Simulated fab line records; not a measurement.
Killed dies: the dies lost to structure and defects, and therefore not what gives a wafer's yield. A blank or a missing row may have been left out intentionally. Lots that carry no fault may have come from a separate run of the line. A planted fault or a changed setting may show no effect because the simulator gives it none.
8D (eight disciplines) problem report, filled in by code ; flow n5 finfet ; the parts of the form that need people (team, actions taken, sign-off) are left out

1. WHAT WENT WRONG
At N5_BEOL_M10_VIA_ETCH_34, rf fwd power W averages 424.3 W over 3 wafers from 2 lots, while fault-free wafers read 342.1 W, standard deviation 1. Measured from the usual mean, that is +82 standard deviations.
The step: etches SiCOH lowk in C4F6/O2, target depth 184.5 nm, time 69.2 s.
First observed at day 14 04:14: wafer L958.3, on rie diel-04. The record has a number at this step for 18 wafers belonging to 6 lots. Rule for "out" (also "out of limits"): further than 4 standard deviations from the usual mean. The rest of the wafers with a number are treated as sound.

2. WHAT IT IS; WHAT IT IS NOT
question;is;is not
which readings at this step;rf fwd power W, rf vpp V;C4F6_flow_sccm, chamber pressure mTorr, drypump motor current A, oes product au, showerhead plenum p Torr, throttle valve pct
which lots;L958, L960;L949, L955, L968, L970
which wafers of those lots;L958.3, L960.4, L960.5;L958.2, L958.5, L960.1
read on which tools;rie diel-04;rie diel-01, rie diel-06
when;from day 14 04:14;"up to then (8 sound wafers); but 7 sound wafers of L960, L968, L970 came after"

3. THE SUSPECTS, EACH WITH WHAT RULES IT OUT
Counting: a tool at a process step up to the reading stays a suspect if it ran every lot that is out. Sound lots after the first of them don't rule it out here, since some wafers of a struck lot are sound.
- rie diel-04 at N5_BEOL_M10_DESCUM_33 (chemistry O2, time 7.9 s): kept. It ran every lot that is out, first L958 (day 14 04:02); its last sound lot up to then is L955 (day 13 22:37).
- rie diel-04 at N5_BEOL_M10_ETCH_65 (etches SiARC in CF4, target depth 39 nm, time 65 s): kept. It ran every lot that is out, first L958 (day 14 04:04); its last sound lot up to then is L955 (day 13 22:40).
- rie diel-04 at N5_BEOL_M10_ETCH_66 (etches SOC in N2/H2, target depth 120 nm, overetch 24 nm, time 180 s): kept. It ran every lot that is out, first L958 (day 14 04:07); its last sound lot up to then is L955 (day 13 22:43).
- rie diel-04 at N5_BEOL_M10_VIA_ETCH_34 (etches SiCOH lowk in C4F6/O2, target depth 184.5 nm, time 69.2 s): kept. It ran every lot that is out, first L958 (day 14 04:14); its last sound lot up to then is L955 (day 13 22:50). Its own rf fwd power W, rf vpp V readings are out on those wafers.
- In rie diel-04 at N5_BEOL_M10_DESCUM_33, the wafers that are out were processed in chamber 3 and their sound lot-mates in chambers 1, 2.
- In rie diel-04 at N5_BEOL_M10_ETCH_65, the wafers that are out were processed in chamber 3 and their sound lot-mates in chambers 1, 2.
- In rie diel-04 at N5_BEOL_M10_ETCH_66, the wafers that are out were processed in chamber 3 and their sound lot-mates in chambers 1, 2.
- In rie diel-04 at N5_BEOL_M10_VIA_ETCH_34, the wafers that are out were processed in chamber 3 and their sound lot-mates in chambers 1, 2.
Left after counting: rie diel-04 at N5_BEOL_M10_DESCUM_33, rie diel-04 at N5_BEOL_M10_ETCH_65, rie diel-04 at N5_BEOL_M10_ETCH_66, rie diel-04 at N5_BEOL_M10_VIA_ETCH_34.

4. THE CAUSE (what the simulator had put in)
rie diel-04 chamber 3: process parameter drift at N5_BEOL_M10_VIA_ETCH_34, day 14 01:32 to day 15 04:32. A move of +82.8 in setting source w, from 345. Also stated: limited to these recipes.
Counting left 4 suspects, and this tool is among them.

5. THE CHAIN OF EFFECTS, in route order
One row per reading whose mean, taken over the struck wafers that have a number, lies over 3 standard deviations from the usual. Scope: only readings with a usual standard deviation given in the record; hours: median across lots of the time from each lot's start at the first step in this table that gives one to its start at this step; sigmas: change in usual standard deviations.
hours;step;reading;usual;on struck wafers;change;sigmas
0;N5_BEOL_M10_VIA_ETCH_34;rf fwd power W;342.1 W;424.3;+82.2;+82
0;N5_BEOL_M10_VIA_ETCH_34;rf vpp V;667 V;606;-61;-7.4
Its process steps:
- N5_BEOL_M10_VIA_ETCH_34: etches SiCOH lowk in C4F6/O2, target depth 184.5 nm, time 69.2 s.

6. WHAT WOULD HAVE CAUGHT IT SOONER
In this record no reading fell out of limits until day 14 04:14, 3 hours after the fault had begun at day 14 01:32.
